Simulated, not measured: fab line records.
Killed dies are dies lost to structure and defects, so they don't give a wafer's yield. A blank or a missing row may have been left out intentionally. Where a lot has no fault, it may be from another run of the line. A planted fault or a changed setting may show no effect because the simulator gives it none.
fab line records :: flow n5-finfet
[record]
  lots = 3
  wafers = 9
  last-day = 18
route steps=1938 shown BEOL_M2@921 BEOL_M3@931 BEOL_M4@1111
lots that met no fault: taken from a fault-free run of the same line
start-h: the number of hours between the record's first day and the start of the first shown wafer of the lot :: wait-h: how many hours have passed since the lot's step before this one :: " repeats the value in the row above :: L1.1+2: one row covering several wafers at once :: - no value, or no start was given :: * or withheld: withheld :: < > ~ a bound
route shown NAME@n: NAME is a module with steps in the file, n the number in the route of the first one :: usual: average and standard deviation across the fault-free wafers :: same: alike in all rows :: chamber/n: place in a boat :: sites: the reading at each site :: _std_site: how widely they spread, as a standard deviation :: _edge_site: the outer-site mean with the inner-site mean subtracted :: radius-mm: how far each site lies from the wafer's centre :: mask NAME#n: copy n :: behind: the last tool/chamber to shape the wafer :: hold: what put the lot on hold/how long, in hours/how the hold closed :: device: transistor that didn't switch, given as n, p or np :: end of line: the route-end tests of the same wafers :: where a step has no rows: the recipe by itself :: killed: the dies lost at the first sort to structure and to defects; this is not the yield of the wafer :: map: dies across one wafer; x = killed, . = not, _ = none there
set.NAME: setting as actually run; set.NAME@STEP: the setting as run at that earlier step :: model.NAME: the simulator's own value behind a step, which no gauge read
lots at selected steps of the route; one table per step, one row per wafer
services: when a tool's chamber went out of use (start-h, in hours from the record's first day, below 0 if earlier), for how many hours, and the reason
[[steps]]
[step N5_BEOL_M2_ECD_50]
[recipe]
  material = Cu
  target-thk-a = 3000
[step N5_BEOL_M2_ANNEAL_51]
[recipe]
  temp-c = 225
  time-s = 90
  ambient = N2
[step N5_BEOL_M2_CMP_52]
[recipe]
  stop-on = SiOC
  t-overpolish-s = 6.8
  down-force-psi = 1
  platen-rpm = 50
  clearing-platen-down-force-psi = 1.5
  clearing-platen-rpm = 50
  post-cmp-clean = cu-alkaline
  target-thk-nm = 40
  clearing-platen-pad-velocity-m-s = 0.99484
  pad-velocity-m-s = 0.99484
[step N5_BEOL_M2_PRE_CLEAN_60]
[recipe]
  gas = NH3/H2
  time-s = 15
  temp-c = *
  rf-power-w = 300
[step N5_BEOL_M2_CO_CAP_55]
[recipe]
  material = Co
  target-thk-a = 20
  temp-c = 200
  precursor = CCTBA/H2
  pressure-torr = 30
  time-s = 102.1
[step N5_BEOL_M2_PRE_CLEAN_56]
[recipe]
  gas = NH3
  time-s = 15
  temp-c = withheld
  rf-power-w = 300
[step N5_BEOL_M2_DEP_57]
[recipe]
  material = SiCN
  target-thk-a = 80
  temp-c = withheld
  precursor = 3MS/NH3
  pressure-torr = 3
  rf-w = 202
  time-s = 14
[step N5_BEOL_M3_ILD_DEP_00]
[recipe]
  material = SiOC
  target-thk-a = 790
  temp-c = 350
  precursor = DEMS/O2
  pressure-torr = 5
  rf-w = 500
  time-s = 15.3
[step N5_BEOL_M3_PECVD_72]
[recipe]
  material = SiO2
  target-thk-a = 160
  temp-c = 400
  precursor = TEOS/O2
  pressure-torr = 5.5
  rf-w = 450
  teos-flow-sccm = 53.8
  gas = O2
  flow-sccm = 3000
  time-s = 18
[usual]
  heater-power-w = 793/85
  showerhead-plenum-p-Torr = 8.77/0.054
  susceptor-temp-C = 399.98/0.2
  throttle-valve-pct = 22.3/1.3
lot.wafer: L149.1
tool: pecvd-01
chamber: 0
start-h: 188.92
wait-h: 0.0
heater-power-w: 764
showerhead-plenum-p-Torr: 8.83
susceptor-temp-C: 400.19
throttle-valve-pct: 24.4
model.SiO2_of_BEOL_M3_PECVD_72.thk-nm: 16

lot.wafer: L149.5
tool: pecvd-01
chamber: 1
start-h: 188.92
wait-h: 0.0
heater-power-w: 739
showerhead-plenum-p-Torr: 8.76
susceptor-temp-C: 400.10
throttle-valve-pct: 21.9
model.SiO2_of_BEOL_M3_PECVD_72.thk-nm: 16.2

lot.wafer: L149.6
tool: pecvd-01
chamber: 0
start-h: 188.92
wait-h: 0.0
heater-power-w: 746
showerhead-plenum-p-Torr: 8.84
susceptor-temp-C: 400.22
throttle-valve-pct: 24.3
model.SiO2_of_BEOL_M3_PECVD_72.thk-nm: 16.2

lot.wafer: L154.1
tool: pecvd-01
chamber: 1
start-h: 220.33
wait-h: 0.0
heater-power-w: 739
showerhead-plenum-p-Torr: 8.72
susceptor-temp-C: 399.93
throttle-valve-pct: 21.3
model.SiO2_of_BEOL_M3_PECVD_72.thk-nm: 15.6

lot.wafer: L154.4
tool: pecvd-01
chamber: 2
start-h: 220.33
wait-h: 0.0
heater-power-w: 827
showerhead-plenum-p-Torr: 8.84
susceptor-temp-C: 399.84
throttle-valve-pct: 21.7
model.SiO2_of_BEOL_M3_PECVD_72.thk-nm: 30.8

lot.wafer: L154.5
tool: pecvd-01
chamber: 0
start-h: 220.33
wait-h: 0.0
heater-power-w: 796
showerhead-plenum-p-Torr: 8.83
susceptor-temp-C: 399.74
throttle-valve-pct: 24.4
model.SiO2_of_BEOL_M3_PECVD_72.thk-nm: 16

lot.wafer: L165.2
tool: pecvd-03
chamber: 1
start-h: 302.65
wait-h: 0.0
heater-power-w: 756
showerhead-plenum-p-Torr: 8.84
susceptor-temp-C: 400.19
throttle-valve-pct: 21.9
model.SiO2_of_BEOL_M3_PECVD_72.thk-nm: 15.8

lot.wafer: L165.4
tool: pecvd-03
chamber: 2
start-h: 302.65
wait-h: 0.0
heater-power-w: 910
showerhead-plenum-p-Torr: 8.69
susceptor-temp-C: 399.83
throttle-valve-pct: 22.2
model.SiO2_of_BEOL_M3_PECVD_72.thk-nm: 16

lot.wafer: L165.6
tool: pecvd-03
chamber: 1
start-h: 302.65
wait-h: 0.0
heater-power-w: 741
showerhead-plenum-p-Torr: 8.86
susceptor-temp-C: 400.00
throttle-valve-pct: 21.7
model.SiO2_of_BEOL_M3_PECVD_72.thk-nm: 16
[step N5_BEOL_M3_HM_DEP_02]
[recipe]
  material = TiN
  target-thk-a = 200
  temp-c = 25
  chamber-pressure-pa = 0.49996
[step N5_BEOL_M3_COAT_61]
[recipe]
  resist = SOC
  temp-c = 250
  time-s = 60
  spin-rpm = 1500
  resist-thk-nm = 60
[step N5_BEOL_M3_COAT_62]
[recipe]
  resist = SiARC
  temp-c = 220
  time-s = 60
  spin-rpm = 1500
  resist-thk-nm = 12
[step N5_BEOL_M3_COAT_73]
[recipe]
  resist = underlayer
  temp-c = 205
  time-s = 60
  spin-rpm = 1500
  resist-thk-nm = 5
[step N5_BEOL_M3_COAT_05]
[recipe]
  resist = CAR-EUV
  spin-rpm = 1500
  resist-thk-nm = 30
[step N5_BEOL_M3_EBR_07]
[recipe]
  solvent = PGMEA
  ebr-width-mm = 1.5
[step N5_BEOL_M3_SOFTBAKE_06]
[recipe]
  temp-c = 110
  time-s = 60
  resist = CAR-EUV
[step N5_BEOL_M3_EXPOSE_08]
[recipe]
  mask-id = M3
  na = 0.33
  source-shape = dipole
  sigma-inner = 0.369
  sigma-outer = 0.767
  polarization = unpolarized
  dose-mj = 33
[step N5_BEOL_M3_PEB_09]
[recipe]
  peb-temp-c = 100
  peb-time-s = 60
  resist = CAR-EUV
[step N5_BEOL_M3_DEVELOP_10]
[recipe]
  develop-time-s = 30
  developer = TMAH
  resist = CAR-EUV
  rinse-liquid = surfactant-rinse
  dry = air-spin
  dev-temp-c = 23
[step N5_BEOL_M3_DESCUM_16]
[recipe]
  chemistry = O2
  time-s = 7
  source-power-w = 50
  bias-power-w = 20
  pressure-mtorr = 20
  rf-frequency-hz = 2.712e+07
  temp-c = 40
  resist = CAR-EUV
  o2-flow-sccm = 225
[step N5_BEOL_M3_ETCH_74]
[recipe]
  chemistry = N2/H2
  target = underlayer
  target-depth-a = 65
  mask-material = CAR-EUV
  time-s = 5.2
  ion-energy-ev = 200
  pressure-mtorr = 30
  source-w = 840
  bias-w = 150
  n2-flow-sccm = 200
  h2-flow-sccm = 200
  ends = cleared
[step N5_BEOL_M3_ETCH_63]
[recipe]
  chemistry = CF4
  target = SiARC
  target-depth-a = 156
  mask-material = CAR-EUV
  time-s = 26
  ion-energy-ev = 80
  pressure-mtorr = 40
  source-w = 545
  bias-w = 36
  Ar_flow_sccm = 100
  cf4-flow-sccm = 100
  ends = cleared
[step N5_BEOL_M3_ETCH_64]
[recipe]
  chemistry = N2/H2
  target = SOC
  target-depth-a = 750
  overetch-a = 150
  mask-material = SiARC
  temp-c = 40
  time-s = 112.5
  ion-energy-ev = 200
  pressure-mtorr = 30
  source-w = 840
  bias-w = 150
  n2-flow-sccm = 200
  h2-flow-sccm = 200
[step N5_BEOL_M3_STRIP_65]
[recipe]
  chemistry = N2/H2
  temp-c = 40
  n2-flow-sccm = 200
  h2-flow-sccm = 200
  rf-frequency-hz = 6e+07
[step N5_BEOL_M3_STRIP_75]
[recipe]
  chemistry = N2/H2
  temp-c = 40
  n2-flow-sccm = 200
  h2-flow-sccm = 200
  rf-frequency-hz = 6e+07
[step N5_BEOL_M3_STRIP_66]
[recipe]
  chemistry = CF4
  resist = SiARC
  power-w = 300
  bias-power-w = 75
  pressure-mtorr = 50
  cf4-flow-sccm = 150
  rf-frequency-hz = 6e+07
[step N5_BEOL_M3_HM_OPEN_17]
[recipe]
  chemistry = Cl2/BCl3
  target-depth-a = 200
  overetch-a = 60
  target = TiN
  mask-material = SOC
  ion-energy-ev = 150
  pressure-mtorr = 10
  icp-w = 1000
  bias-w = 126
  Cl2_flow_sccm = 53.25
  bcl3-flow-sccm = 21.75
  Ar_flow_sccm = 25
[step N5_BEOL_M3_STRIP_19]
[recipe]
  chemistry = O2
  power-w = 400
  temp-c = 40
  pressure-mtorr = 30
  rf-frequency-hz = 6e+07
  bias-power-w = 0
  overash-fraction = 0.2
  o2-flow-sccm = 225
[step N5_BEOL_M3_COAT_67]
[recipe]
  resist = SOC
  temp-c = 250
  time-s = 60
  spin-rpm = 1500
  resist-thk-nm = 60
[step N5_BEOL_M3_COAT_68]
[recipe]
  resist = SiARC
  temp-c = 220
  time-s = 60
  spin-rpm = 1500
  resist-thk-nm = 12
[step N5_BEOL_M3_COAT_76]
[recipe]
  resist = underlayer
  temp-c = 205
  time-s = 60
  spin-rpm = 1500
  resist-thk-nm = 5
[step N5_BEOL_M3_COAT_22]
[recipe]
  resist = CAR-EUV
  spin-rpm = 1500
  resist-thk-nm = 30
[step N5_BEOL_M3_EBR_24]
[recipe]
  solvent = PGMEA
  ebr-width-mm = 1.5
[step N5_BEOL_M3_SOFTBAKE_23]
[recipe]
  temp-c = 110
  time-s = 60
  resist = CAR-EUV
[step N5_BEOL_M3_HM_STRIP_39]
[recipe]
  chemistry = peroxide-tin-strip
  material = TiN
  target-depth-a = 250
  temp-c = 50
  time-s = 158
[usual]
  bath-guard-temp-C = 50.0/0.53
[same]
  time-s = 158
lot.wafer: L149.1
tool: wet-bench-06
chamber: 1
start-h: 192.56
wait-h: 0.0
bath-guard-temp-C: 50.4
model.SiO2_of_BEOL_M3_PECVD_72.thk-nm: 15.8

lot.wafer: L149.5
tool: wet-bench-06
chamber: 5
start-h: 192.56
wait-h: 0.0
bath-guard-temp-C: 50.1
model.SiO2_of_BEOL_M3_PECVD_72.thk-nm: 16

lot.wafer: L149.6
tool: wet-bench-06
chamber: 6
start-h: 192.56
wait-h: 0.0
bath-guard-temp-C: 50.2
model.SiO2_of_BEOL_M3_PECVD_72.thk-nm: 16

lot.wafer: L154.1
tool: wet-bench-02
chamber: 4
start-h: 223.17
wait-h: 0.0
bath-guard-temp-C: 49.8
model.SiO2_of_BEOL_M3_PECVD_72.thk-nm: 15.4

lot.wafer: L154.4
tool: wet-bench-02
chamber: 7
start-h: 223.17
wait-h: 0.0
bath-guard-temp-C: 50.2
model.SiO2_of_BEOL_M3_PECVD_72.thk-nm: 30.6

lot.wafer: L154.5
tool: wet-bench-02
chamber: 3
start-h: 223.17
wait-h: 0.0
bath-guard-temp-C: 50.3
model.SiO2_of_BEOL_M3_PECVD_72.thk-nm: 16

lot.wafer: L165.2
tool: wet-bench-06
chamber: 2
start-h: 306.05
wait-h: 0.0
bath-guard-temp-C: 49.4
model.SiO2_of_BEOL_M3_PECVD_72.thk-nm: 15.6

lot.wafer: L165.4
tool: wet-bench-06
chamber: 1
start-h: 306.05
wait-h: 0.0
bath-guard-temp-C: 50.7
model.SiO2_of_BEOL_M3_PECVD_72.thk-nm: 16

lot.wafer: L165.6
tool: wet-bench-06
chamber: 3
start-h: 306.05
wait-h: 0.0
bath-guard-temp-C: 49.6
model.SiO2_of_BEOL_M3_PECVD_72.thk-nm: 15.8
[step N5_BEOL_M3_CMP_52]
[recipe]
  stop-on = SiOC
  t-overpolish-s = 6.8
  down-force-psi = 1
  platen-rpm = 50
  clearing-platen-down-force-psi = 1.5
  clearing-platen-rpm = 50
  post-cmp-clean = cu-alkaline
  target-thk-nm = 40
  clearing-platen-pad-velocity-m-s = 0.99484
  pad-velocity-m-s = 0.99484
[usual]
  barrier-field-endpoint-s = 24.9/0.7
  motor-current-A = 5.9/0.6
  overpolish-run-s = 6.800/0.0084
lot.wafer: L149.1
tool: cmp-03
chamber: 2
start-h: 198.75
wait-h: 0.3
barrier-field-endpoint-s: 24.9
motor-current-A: 5.8
overpolish-run-s: 6.807

lot.wafer: L149.6
tool: cmp-03
chamber: 0
start-h: 198.75
wait-h: 0.3
barrier-field-endpoint-s: 24.1
motor-current-A: 6.8
overpolish-run-s: 6.809

lot.wafer: L149.5
tool: cmp-03
chamber: 1
start-h: 198.75
wait-h: 0.3
barrier-field-endpoint-s: 24.5
motor-current-A: 5.4
overpolish-run-s: 6.811

lot.wafer: L154.1
tool: cmp-03
chamber: 1
start-h: 228.30
wait-h: 0.3
barrier-field-endpoint-s: 23.6
motor-current-A: 5.3
overpolish-run-s: 6.786

lot.wafer: L154.4
tool: cmp-03
chamber: 3
start-h: 228.30
wait-h: 0.3
barrier-field-endpoint-s: 41.2
motor-current-A: 6.7
overpolish-run-s: 0.044

lot.wafer: L154.5
tool: cmp-03
chamber: 2
start-h: 228.30
wait-h: 0.3
barrier-field-endpoint-s: 24.4
motor-current-A: 5.8
overpolish-run-s: 6.781

lot.wafer: L165.4
tool: cmp-03
chamber: 2
start-h: 309.42
wait-h: 0.1
barrier-field-endpoint-s: 25.5
motor-current-A: 6.0
overpolish-run-s: 6.795

lot.wafer: L165.2
tool: cmp-03
chamber: 0
start-h: 309.42
wait-h: 0.1
barrier-field-endpoint-s: 25.0
motor-current-A: 6.4
overpolish-run-s: 6.805

lot.wafer: L165.6
tool: cmp-03
chamber: 2
start-h: 309.42
wait-h: 0.1
barrier-field-endpoint-s: 26.2
motor-current-A: 5.8
overpolish-run-s: 6.799
[step N5_BEOL_M4_RC_MEAS_101]
[usual]
  DIBL_N = 35.7/1.3
  DIBL_P = 35.4/1.8
  IOFF_N = 0.152/0.027
  IOFF_P = 0.20/0.034
  ION_N = 672/9.8
  ION_P = 461/7.5
  SS_N = 71.4/0.55
  SS_P = 73.1/0.61
  VT_N = 251/3.3
  VT_P = -251/3.6
lot.wafer: L149.1
tool: prober-02
chamber: 0
start-h: 209.67
wait-h: 0.0
DIBL_N[mV/V]: 34.2
DIBL_P[mV/V]: 34.1
IOFF_N[nA/um]: 0.131
IOFF_P[nA/um]: 0.17
ION_N[uA/um]: 672
ION_P[uA/um]: 455
SS_N[mV/dec]: 71.4
SS_P[mV/dec]: 72.0
VT_N[mV]: 252
VT_P[mV]: -253

lot.wafer: L149.5
tool: prober-02
chamber: 0
start-h: 209.67
wait-h: 0.0
DIBL_N[mV/V]: 36.0
DIBL_P[mV/V]: 36.0
IOFF_N[nA/um]: 0.155
IOFF_P[nA/um]: 0.21
ION_N[uA/um]: 683
ION_P[uA/um]: 469
SS_N[mV/dec]: 71.6
SS_P[mV/dec]: 73.5
VT_N[mV]: 249
VT_P[mV]: -250

lot.wafer: L149.6
tool: prober-02
chamber: 0
start-h: 209.67
wait-h: 0.0
DIBL_N[mV/V]: 35.6
DIBL_P[mV/V]: 35.7
IOFF_N[nA/um]: 0.154
IOFF_P[nA/um]: 0.20
ION_N[uA/um]: 672
ION_P[uA/um]: 462
SS_N[mV/dec]: 71.8
SS_P[mV/dec]: 73.9
VT_N[mV]: 248
VT_P[mV]: -250

lot.wafer: L154.1
tool: prober-02
chamber: 0
start-h: 240.00
wait-h: 0.0
DIBL_N[mV/V]: 34.9
DIBL_P[mV/V]: 34.6
IOFF_N[nA/um]: 0.135
IOFF_P[nA/um]: 0.17
ION_N[uA/um]: 656
ION_P[uA/um]: 443
SS_N[mV/dec]: 72.0
SS_P[mV/dec]: 73.0
VT_N[mV]: 252
VT_P[mV]: -259

lot.wafer: L154.4
tool: prober-02
chamber: 0
start-h: 240.00
wait-h: 0.0
DIBL_N[mV/V]: 37.4
DIBL_P[mV/V]: 36.0
IOFF_N[nA/um]: 0.168
IOFF_P[nA/um]: 0.18
ION_N[uA/um]: 670
ION_P[uA/um]: 447
SS_N[mV/dec]: 72.4
SS_P[mV/dec]: 73.3
VT_N[mV]: 252
VT_P[mV]: -255

lot.wafer: L154.5
tool: prober-02
chamber: 0
start-h: 240.00
wait-h: 0.0
DIBL_N[mV/V]: 36.3
DIBL_P[mV/V]: 35.1
IOFF_N[nA/um]: 0.160
IOFF_P[nA/um]: 0.17
ION_N[uA/um]: 663
ION_P[uA/um]: 451
SS_N[mV/dec]: 71.4
SS_P[mV/dec]: 73.7
VT_N[mV]: 251
VT_P[mV]: -255

lot.wafer: L165.2
tool: prober-02
chamber: 0
start-h: 318.63
wait-h: 0.2
DIBL_N[mV/V]: 33.7
DIBL_P[mV/V]: 33.3
IOFF_N[nA/um]: 0.112
IOFF_P[nA/um]: 0.18
ION_N[uA/um]: 669
ION_P[uA/um]: 470
SS_N[mV/dec]: 70.2
SS_P[mV/dec]: 72.8
VT_N[mV]: 255
VT_P[mV]: -250

lot.wafer: L165.4
tool: prober-02
chamber: 0
start-h: 318.63
wait-h: 0.2
DIBL_N[mV/V]: 32.7
DIBL_P[mV/V]: 31.1
IOFF_N[nA/um]: 0.097
IOFF_P[nA/um]: 0.15
ION_N[uA/um]: 661
ION_P[uA/um]: 459
SS_N[mV/dec]: 71.1
SS_P[mV/dec]: 72.6
VT_N[mV]: 258
VT_P[mV]: -252

lot.wafer: L165.6
tool: prober-02
chamber: 0
start-h: 318.63
wait-h: 0.2
DIBL_N[mV/V]: 32.1
DIBL_P[mV/V]: 30.5
IOFF_N[nA/um]: 0.093
IOFF_P[nA/um]: 0.16
ION_N[uA/um]: 651
ION_P[uA/um]: 457
SS_N[mV/dec]: 70.2
SS_P[mV/dec]: 72.6
VT_N[mV]: 257
VT_P[mV]: -253
[[services]]
tool: cmp-03
chamber: -
start-h: 175.35
hours: 4.0
kind: pm

tool: cmp-03
chamber: -
start-h: 179.35
hours: -
kind: consumable-replace:conditioner

tool: cmp-03
chamber: -
start-h: 179.35
hours: -
kind: consumable-replace:pad

tool: pecvd-03
chamber: 1
start-h: 193.72
hours: 6.0
kind: repair

tool: pecvd-01
chamber: -
start-h: 224.56
hours: 28.1
kind: pm

tool: cmp-03
chamber: -
start-h: 244.11
hours: 0.9
kind: repair

tool: cmp-03
chamber: -
start-h: 247.32
hours: 3.2
kind: pm

tool: cmp-03
chamber: -
start-h: 263.86
hours: 5.5
kind: pm

tool: pecvd-03
chamber: 2
start-h: 267.62
hours: 5.0
kind: scheduled-down

tool: cmp-03
chamber: -
start-h: 273.61
hours: 1.6
kind: repair

tool: pecvd-03
chamber: 1
start-h: 278.08
hours: 2.1
kind: scheduled-down

tool: pecvd-01
chamber: 1
start-h: 284.50
hours: 5.5
kind: scheduled-down

tool: cmp-03
chamber: -
start-h: 292.65
hours: 2.2
kind: repair
[[key]]
[first-sign]
  step = N5_BEOL_M3_CMP_52
  reading = overpolish-run-s
  direction = down
  sigmas = 99+
  usual = 6.800
  struck = 0.044
[effect]
  step = N5_BEOL_M3_CMP_52
  reading = barrier-field-endpoint-s
  direction = up
  sigmas = 23
  usual = 24.9
  struck = 41.2
[model-effect]
  step = N5_BEOL_M3_PECVD_72
  value = SiO2_of_BEOL_M3_PECVD_72.thk-nm
  without = 16
  struck = 30.8
[model-effect]
  step = N5_BEOL_M3_HM_STRIP_39
  value = SiO2_of_BEOL_M3_PECVD_72.thk-nm
  without = 16
  struck = 30.6
met-at N5_BEOL_M3_PECVD_72
struck-wafers L154.4
onset-between 188.92 220.33
[fault]
  kind = process-parameter-drift
  tool = pecvd-01
  chamber = -
  onset-h = 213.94
  steps = N5_BEOL_M3_PECVD_72
  channel = time-s
  offset = *
  shape = step
  end-h = 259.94
  scope = struck-wafers-only
  acts-in = *
  stated = *
